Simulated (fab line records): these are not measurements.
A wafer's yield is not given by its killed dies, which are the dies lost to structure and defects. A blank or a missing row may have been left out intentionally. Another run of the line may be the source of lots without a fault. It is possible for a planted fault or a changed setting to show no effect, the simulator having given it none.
A lot that was struck, set against a sound lot :: flow n5 finfet :: 15 steps out of a route of 1938
Sound: these wafers, L792.2, L792.3, L792.6. Struck: wafer L801.3 (left out: L801.6, a lot-mate that was not struck); the cause follows at the end.
For every step that has rows: the tool of each side, followed by ch and its chambers, followed by its first start. Under that, the readings that differ: sound wafers :: struck wafers :: difference of the means :: sigmas: that difference in standard deviations of wafers without a fault.
alike: words and numbers the same on both sides, and readings whose means are apart by under 2 such deviations; not compared: readings that were withheld, readings missing a value for some wafer, numbers with overlapping values and no deviation given by the record, and bounds like >300 which may hide the same value.
Wherever a step has rows on one side only, a row that says differs or no value, or a row with sigmas, the two part there. Non-overlapping numbers with no deviation appear without sigmas and do not part them. A reading missing from all wafers of one side parts the sides only when that side holds two or more wafers.

first, 8 steps without rows for these wafers: N5_SDB_COAT_03 (time 60 s, resist thk 100 nm); N5_SDB_COAT_04 (time 60 s, resist thk 18 nm); N5_SDB_COAT_05 (resist thk 90 nm); N5_SDB_EBR_07; N5_SDB_SOFTBAKE_06 (time 60 s); N5_SDB_EXPOSE_08 (exposes mask SDB); N5_SDB_PEB_09 (peb time 60 s); N5_SDB_DEVELOP_10 (develop time 30 s).
N5_SDB_CD_MEAS_11 targets a cd of 50 nm.
  sound on cd sem-03 ch 0, day 4 01:08; struck on cd sem-02 ch 0, day 6 07:47
  alike: cd nm
N5_SDB_OVL_MEAS_12:
  sound on overlay-01 ch 0, day 4 01:10; struck on overlay-01 ch 0, day 6 07:49
  alike: SDB_OVL
N5_SDB_INSPECT_13: inspects for defects (brightfield).
  sound on defect inspect-02 at day 4 01:11; struck on defect inspect-02 at day 6 07:50
  alike: raw defect count
N5_SDB_DESCUM_16: chemistry O2, time 7.9 s.
  sound on rie diel-02 ch 1,2, day 4 01:14; struck on rie diel-02 ch 1, day 6 07:52
  alike: drypump motor current A, oes product au, rf vpp V, showerhead plenum p Torr, throttle valve pct
  not compared: rf hours counter h
N5_SDB_ETCH_17: etches SiARC in CF4, target depth 23.4 nm, time 39 s.
  sound on rie diel-02 ch 1,2, day 4 01:16; struck on rie diel-02 ch 1, day 6 07:55
reading: etch rf on time s (s)
sound: 38.7 38.4 39.1
struck: 29.1
difference: -9.6
sigmas: -19

reading: oes product au (a.u.)
sound: 0.73 0.59 0.74
struck: 0.86
difference: +0.17
sigmas: +3
  alike: drypump motor current A, rf vpp V, showerhead plenum p Torr, throttle valve pct
  not compared: rf hours counter h
N5_SDB_ETCH_18: etches SOC in N2/H2, target depth 100 nm, overetch 20 nm, time 150 s.
  sound on rie diel-02 ch 1,2, day 4 01:18; struck on rie diel-02 ch 1, day 6 07:56
  alike: drypump motor current A, oes product au, rf vpp V, showerhead plenum p Torr, throttle valve pct
  not compared: rf hours counter h
-- the record jumps here: 5 days lie between the struck wafers' starts before and after (it left off in module SDB and takes up again in module BEOL_M4, whose first step shown is number 1111 of the route) --
N5_BEOL_M4_RC_MEAS_101:
  sound on prober-01 ch 0, day 8 18:54; struck on prober-02 ch 0, day 11 08:16
  alike: DIBL_N, DIBL_P, IOFF_N, IOFF_P, ION_N, ION_P, SS_N, SS_P, VT_N, VT_P

## WHERE THEY PART
N5_SDB_ETCH_17 only, going by this record. Later steps at which nothing parts them and some readings are alike: N5_SDB_ETCH_18, N5_BEOL_M4_RC_MEAS_101.

WHY: the cause the simulator had injected
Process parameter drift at N5_SDB_ETCH_17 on rie diel-02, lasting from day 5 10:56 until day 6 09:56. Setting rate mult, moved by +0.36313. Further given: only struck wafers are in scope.
